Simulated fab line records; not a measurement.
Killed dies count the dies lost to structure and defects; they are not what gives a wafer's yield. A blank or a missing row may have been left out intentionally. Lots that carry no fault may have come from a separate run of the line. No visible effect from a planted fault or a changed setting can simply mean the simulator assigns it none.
The tool behind it: which one? :: flow nand harc :: 11 lots with 33 wafers sampled at 4 steps, on a route of 1159 steps

## WHAT THE GAUGES SHOWED, per wafer
No reading from a measuring or inspecting step in the record can be judged against a usual standard deviation.

## EACH LOT AND THE TOOL THAT RAN IT (in order: tool; ch and the chambers of the sampled wafers; start)
lot: L339
NHARC_A_STAIRCASE_TRIM_14: rie diel-08 ch 0,1,2, day 11 15:19 or earlier
NHARC_A_STAIRCASE_TRIM_22: rie diel-13 ch 0,2, day 11 15:19
NHARC_A_STAIRCASE_TRIM_24: rie diel-13 ch 0,1,3, no start
NHARC_A_STAIRCASE_ETCH_25: rie diel-13 ch 0,1,2, no start

lot: L341
NHARC_A_STAIRCASE_TRIM_14: rie diel-08 ch 0,3, day 11 18:27 or earlier
NHARC_A_STAIRCASE_TRIM_22: rie diel-08 ch 0,1,3, day 11 18:27
NHARC_A_STAIRCASE_TRIM_24: rie diel-08 ch 0,1,3, no start
NHARC_A_STAIRCASE_ETCH_25: rie diel-08 ch 1,2,3, no start

lot: L340
NHARC_A_STAIRCASE_TRIM_14: rie diel-13 ch 0,2,3, day 11 18:14 or earlier
NHARC_A_STAIRCASE_TRIM_22: rie diel-08 ch 1,2,3, day 11 18:14
NHARC_A_STAIRCASE_TRIM_24: rie diel-08 ch 1,2,3, no start
NHARC_A_STAIRCASE_ETCH_25: rie diel-08 ch 1,2,3, no start

lot: L345
NHARC_A_STAIRCASE_TRIM_14: rie diel-13 ch 1,2, day 12 05:52 or earlier
NHARC_A_STAIRCASE_TRIM_22: rie diel-08 ch 0,1,2, day 12 05:52
NHARC_A_STAIRCASE_TRIM_24: rie diel-08 ch 1,2,3, no start
NHARC_A_STAIRCASE_ETCH_25: rie diel-08 ch 0,1,3, no start

lot: L343
NHARC_A_STAIRCASE_TRIM_14: rie diel-13 ch 0,1,2, day 12 12:14 or earlier
NHARC_A_STAIRCASE_TRIM_22: rie diel-08 ch 1,3, day 12 12:14
NHARC_A_STAIRCASE_TRIM_24: rie diel-08 ch 1,3, day 12 12:39
NHARC_A_STAIRCASE_ETCH_25: rie diel-08 ch 1,2,3, no start

lot: L346
NHARC_A_STAIRCASE_TRIM_14: rie diel-13 ch 1,3, day 12 12:02 or earlier
NHARC_A_STAIRCASE_TRIM_22: rie diel-09 ch 1,2, day 12 12:02
NHARC_A_STAIRCASE_TRIM_24: rie diel-09 ch 2,3, no start
NHARC_A_STAIRCASE_ETCH_25: rie diel-09 ch 0,1,2, no start

lot: L354
NHARC_A_STAIRCASE_TRIM_14: rie diel-09 ch 0,1,2, day 14 19:50 or earlier
NHARC_A_STAIRCASE_TRIM_22: rie diel-09 ch 0,2,3, day 14 19:50
NHARC_A_STAIRCASE_TRIM_24: rie diel-09 ch 0,1,2, no start
NHARC_A_STAIRCASE_ETCH_25: rie diel-09 ch 0,1,3, no start

lot: L358
NHARC_A_STAIRCASE_TRIM_14: rie diel-13 ch 1,3, day 15 11:28 or earlier
NHARC_A_STAIRCASE_TRIM_22: rie diel-13 ch 0,1,2, day 15 11:28
NHARC_A_STAIRCASE_TRIM_24: rie diel-13 ch 1,2, no start
NHARC_A_STAIRCASE_ETCH_25: rie diel-13 ch 0,1,2, no start

lot: L360
NHARC_A_STAIRCASE_TRIM_14: rie diel-13 ch 0,1, day 16 02:23 or earlier
NHARC_A_STAIRCASE_TRIM_22: rie diel-13 ch 1,2,3, day 16 02:23
NHARC_A_STAIRCASE_TRIM_24: rie diel-13 ch 1,2,3, no start
NHARC_A_STAIRCASE_ETCH_25: rie diel-13 ch 1,2,3, no start

lot: L359
NHARC_A_STAIRCASE_TRIM_14: rie diel-09 ch 0,1,2, day 16 05:00 or earlier
NHARC_A_STAIRCASE_TRIM_22: rie diel-09 ch 0,2,3, day 16 05:00
NHARC_A_STAIRCASE_TRIM_24: rie diel-09 ch 0,1,3, no start
NHARC_A_STAIRCASE_ETCH_25: rie diel-09 ch 1,2,3, no start

lot: L361
NHARC_A_STAIRCASE_TRIM_14: rie diel-09 ch 1,2,3, day 16 22:55 or earlier
NHARC_A_STAIRCASE_TRIM_22: rie diel-08 ch 0,1,3, day 16 22:55
NHARC_A_STAIRCASE_TRIM_24: rie diel-08 ch 0,1,3, no start
NHARC_A_STAIRCASE_ETCH_25: rie diel-08 ch 0,1,2, no start
- NHARC_A_STAIRCASE_TRIM_14: chemistry O2, time 211.2 s.
- NHARC_A_STAIRCASE_TRIM_22: chemistry O2, time 211.2 s.
- NHARC_A_STAIRCASE_TRIM_24: chemistry O2, time 211.2 s.
- NHARC_A_STAIRCASE_ETCH_25: etches the open film in C4F8/O2, target depth 100 nm, time 40.5 s.

## WHAT THE TOOLS THEMSELVES READ (means of the sampled wafers that have a number; where no wafer has one, the mark that the record gives instead)
NHARC_A_STAIRCASE_TRIM_14.
lot: L339
tool: rie diel-08
drypump motor current A (A): 6.2
oes product au (a.u.): 0.999
rf vpp V (V): 57.5
run length s (s): 232.4
showerhead plenum p Torr (Torr): 3.45
throttle valve pct (%): 17.044

lot: L341
tool: rie diel-08
drypump motor current A (A): 6.1
oes product au (a.u.): 1.001
rf vpp V (V): 57.6
run length s (s): 232.3
showerhead plenum p Torr (Torr): 3.48
throttle valve pct (%): 17.026

lot: L340
tool: rie diel-13
drypump motor current A (A): 5.9
oes product au (a.u.): 1.010
rf vpp V (V): 57.8
run length s (s): 232.4
showerhead plenum p Torr (Torr): 3.50
throttle valve pct (%): 17.036

lot: L345
tool: rie diel-13
drypump motor current A (A): 5.9
oes product au (a.u.): 0.993
rf vpp V (V): 58.8
run length s (s): 232.1
showerhead plenum p Torr (Torr): 3.65
throttle valve pct (%): 17.040

lot: L343
tool: rie diel-13
drypump motor current A (A): 6.0
oes product au (a.u.): 0.995
rf vpp V (V): 58.5
run length s (s): 232.3
showerhead plenum p Torr (Torr): 3.59
throttle valve pct (%): 17.036

lot: L346
tool: rie diel-13
drypump motor current A (A): 5.6
oes product au (a.u.): 0.997
rf vpp V (V): 58.2
run length s (s): 232.1
showerhead plenum p Torr (Torr): 3.68
throttle valve pct (%): 17.042

lot: L354
tool: rie diel-09
drypump motor current A (A): 6.0
oes product au (a.u.): 0.991
rf vpp V (V): 57.8
run length s (s): 232.5
showerhead plenum p Torr (Torr): 3.49
throttle valve pct (%): 17.028

lot: L358
tool: rie diel-13
drypump motor current A (A): 5.5
oes product au (a.u.): 1.006
rf vpp V (V): 57.6
run length s (s): 232.7
showerhead plenum p Torr (Torr): 3.58
throttle valve pct (%): 17.033

lot: L360
tool: rie diel-13
drypump motor current A (A): 5.8
oes product au (a.u.): 1.010
rf vpp V (V): 58.8
run length s (s): 232.5
showerhead plenum p Torr (Torr): 3.65
throttle valve pct (%): 17.040

lot: L359
tool: rie diel-09
drypump motor current A (A): 6.0
oes product au (a.u.): 0.998
rf vpp V (V): 57.9
run length s (s): 232.4
showerhead plenum p Torr (Torr): 3.48
throttle valve pct (%): 17.038

lot: L361
tool: rie diel-09
drypump motor current A (A): 5.8
oes product au (a.u.): 1.002
rf vpp V (V): 58.4
run length s (s): 233.0
showerhead plenum p Torr (Torr): 3.57
throttle valve pct (%): 17.035

NHARC_A_STAIRCASE_TRIM_22.
lot: L339
tool: rie diel-13
drypump motor current A (A): 6.0
oes product au (a.u.): 0.998
rf vpp V (V): 57.1
run length s (s): 232.3
showerhead plenum p Torr (Torr): 3.54
throttle valve pct (%): 17.045

lot: L341
tool: rie diel-08
drypump motor current A (A): 6.2
oes product au (a.u.): 0.993
rf vpp V (V): 57.6
run length s (s): 232.5
showerhead plenum p Torr (Torr): 3.45
throttle valve pct (%): 17.040

lot: L340
tool: rie diel-08
drypump motor current A (A): 6.3
oes product au (a.u.): 0.996
rf vpp V (V): 58.2
run length s (s): 232.6
showerhead plenum p Torr (Torr): 3.44
throttle valve pct (%): 17.033

lot: L345
tool: rie diel-08
drypump motor current A (A): 6.1
oes product au (a.u.): 0.991
rf vpp V (V): 58.2
run length s (s): 215.7
showerhead plenum p Torr (Torr): 3.45
throttle valve pct (%): 17.039

lot: L343
tool: rie diel-08
drypump motor current A (A): 6.4
oes product au (a.u.): 0.991
rf vpp V (V): 57.3
run length s (s): 215.7
showerhead plenum p Torr (Torr): 3.43
throttle valve pct (%): 17.037

lot: L346
tool: rie diel-09
drypump motor current A (A): 6.3
oes product au (a.u.): 0.995
rf vpp V (V): 57.3
run length s (s): 232.7
showerhead plenum p Torr (Torr): 3.56
throttle valve pct (%): 17.027

lot: L354
tool: rie diel-09
drypump motor current A (A): 5.5
oes product au (a.u.): 0.990
rf vpp V (V): 57.5
run length s (s): 232.2
showerhead plenum p Torr (Torr): 3.52
throttle valve pct (%): 17.038

lot: L358
tool: rie diel-13
drypump motor current A (A): 6.0
oes product au (a.u.): 1.001
rf vpp V (V): 57.9
run length s (s): 232.2
showerhead plenum p Torr (Torr): 3.57
throttle valve pct (%): 17.031

lot: L360
tool: rie diel-13
drypump motor current A (A): 5.8
oes product au (a.u.): 1.004
rf vpp V (V): 57.5
run length s (s): 232.3
showerhead plenum p Torr (Torr): 3.54
throttle valve pct (%): 17.042

lot: L359
tool: rie diel-09
drypump motor current A (A): 5.5
oes product au (a.u.): 0.996
rf vpp V (V): 57.4
run length s (s): 232.2
showerhead plenum p Torr (Torr): 3.51
throttle valve pct (%): 17.034

lot: L361
tool: rie diel-08
drypump motor current A (A): 6.2
oes product au (a.u.): 0.994
rf vpp V (V): 57.7
run length s (s): 232.4
showerhead plenum p Torr (Torr): 3.42
throttle valve pct (%): 17.035

NHARC_A_STAIRCASE_TRIM_24.
lot: L339
tool: rie diel-13
drypump motor current A (A): 5.7
oes product au (a.u.): 0.998
rf vpp V (V): 57.2
run length s (s): 232.2
showerhead plenum p Torr (Torr): 3.63
throttle valve pct (%): 17.041

lot: L341
tool: rie diel-08
drypump motor current A (A): 6.2
oes product au (a.u.): 0.997
rf vpp V (V): 58.1
run length s (s): 232.5
showerhead plenum p Torr (Torr): 3.45
throttle valve pct (%): 17.040

lot: L340
tool: rie diel-08
drypump motor current A (A): 6.4
oes product au (a.u.): 0.994
rf vpp V (V): 57.1
run length s (s): 232.8
showerhead plenum p Torr (Torr): 3.44
throttle valve pct (%): 17.043

lot: L345
tool: rie diel-08
drypump motor current A (A): 6.4
oes product au (a.u.): 1.001
rf vpp V (V): 57.4
run length s (s): 232.7
showerhead plenum p Torr (Torr): 3.44
throttle valve pct (%): 17.035

lot: L343
tool: rie diel-08
drypump motor current A (A): 6.4
oes product au (a.u.): 0.999
rf vpp V (V): 57.4
run length s (s): 232.5
showerhead plenum p Torr (Torr): 3.43
throttle valve pct (%): 17.033

lot: L346
tool: rie diel-09
drypump motor current A (A): 5.3
oes product au (a.u.): 0.998
rf vpp V (V): 57.5
run length s (s): 232.9
showerhead plenum p Torr (Torr): 3.63
throttle valve pct (%): 17.045

lot: L354
tool: rie diel-09
drypump motor current A (A): 5.9
oes product au (a.u.): 0.987
rf vpp V (V): 57.9
run length s (s): 232.3
showerhead plenum p Torr (Torr): 3.49
throttle valve pct (%): 17.037

lot: L358
tool: rie diel-13
drypump motor current A (A): 6.1
oes product au (a.u.): 1.003
rf vpp V (V): 57.7
run length s (s): 232.3
showerhead plenum p Torr (Torr): 3.50
throttle valve pct (%): 17.036

lot: L360
tool: rie diel-13
drypump motor current A (A): 5.8
oes product au (a.u.): 1.008
rf vpp V (V): 57.6
run length s (s): 232.3
showerhead plenum p Torr (Torr): 3.54
throttle valve pct (%): 17.024

lot: L359
tool: rie diel-09
drypump motor current A (A): 6.0
oes product au (a.u.): 0.990
rf vpp V (V): 57.7
run length s (s): 232.8
showerhead plenum p Torr (Torr): 3.46
throttle valve pct (%): 17.033

lot: L361
tool: rie diel-08
drypump motor current A (A): 6.2
oes product au (a.u.): 1.001
rf vpp V (V): 58.1
run length s (s): 232.2
showerhead plenum p Torr (Torr): 3.42
throttle valve pct (%): 17.037

NHARC_A_STAIRCASE_ETCH_25.
lot: L339
tool: rie diel-13
oes product au (a.u.): 0.938
rf vpp V (V): 898

lot: L341
tool: rie diel-08
oes product au (a.u.): 0.927
rf vpp V (V): 893

lot: L340
tool: rie diel-08
oes product au (a.u.): 0.929
rf vpp V (V): 893

lot: L345
tool: rie diel-08
oes product au (a.u.): 0.947
rf vpp V (V): 893

lot: L343
tool: rie diel-08
oes product au (a.u.): 0.933
rf vpp V (V): 891

lot: L346
tool: rie diel-09
oes product au (a.u.): 0.921
rf vpp V (V): 894

lot: L354
tool: rie diel-09
oes product au (a.u.): 0.926
rf vpp V (V): 894

lot: L358
tool: rie diel-13
oes product au (a.u.): 0.938
rf vpp V (V): 897

lot: L360
tool: rie diel-13
oes product au (a.u.): 0.950
rf vpp V (V): 896

lot: L359
tool: rie diel-09
oes product au (a.u.): 0.951
rf vpp V (V): 898

lot: L361
tool: rie diel-08
oes product au (a.u.): 0.939
rf vpp V (V): 893

## THE ANSWER, worked out from the rows above alone
Rule: usual is defined by the lots themselves. Put in order of their means at a reading, lots are off if they are a third of the lots or fewer, leave a main group of 4 or more, and stand apart from it by a gap of 3 or more times the standard deviation of the main group's means; of several such gaps the widest counts. A main group is skipped when, at the precision printed for the reading in the tables above, its means are all equal. A lot without any number at a reading at which 4 lots or more have one is off too. The other lots that the step has rows for count as sound. The gauges are gone through in route order, then the tools' own readings, and for those a lot's mean is taken as printed above. The first step at which some lot is off is used, and at that step the reading that is off furthest; a lot without a number counts as furthest.
Off at NHARC_A_STAIRCASE_TRIM_22 (run length s): L345, L343. For the main group the mean is 232.4 s and the standard deviation 0.17.
A tool fits if, at that step or a process step before it, it ran every lot that is off, and no sound lot after the first of them. NHARC_A_STAIRCASE_TRIM_14: start missing for some lots; hours and lot order therefore follow NHARC_A_STAIRCASE_TRIM_22. No candidate that was tried fits.

## WHAT THE SIMULATOR HAD INSERTED
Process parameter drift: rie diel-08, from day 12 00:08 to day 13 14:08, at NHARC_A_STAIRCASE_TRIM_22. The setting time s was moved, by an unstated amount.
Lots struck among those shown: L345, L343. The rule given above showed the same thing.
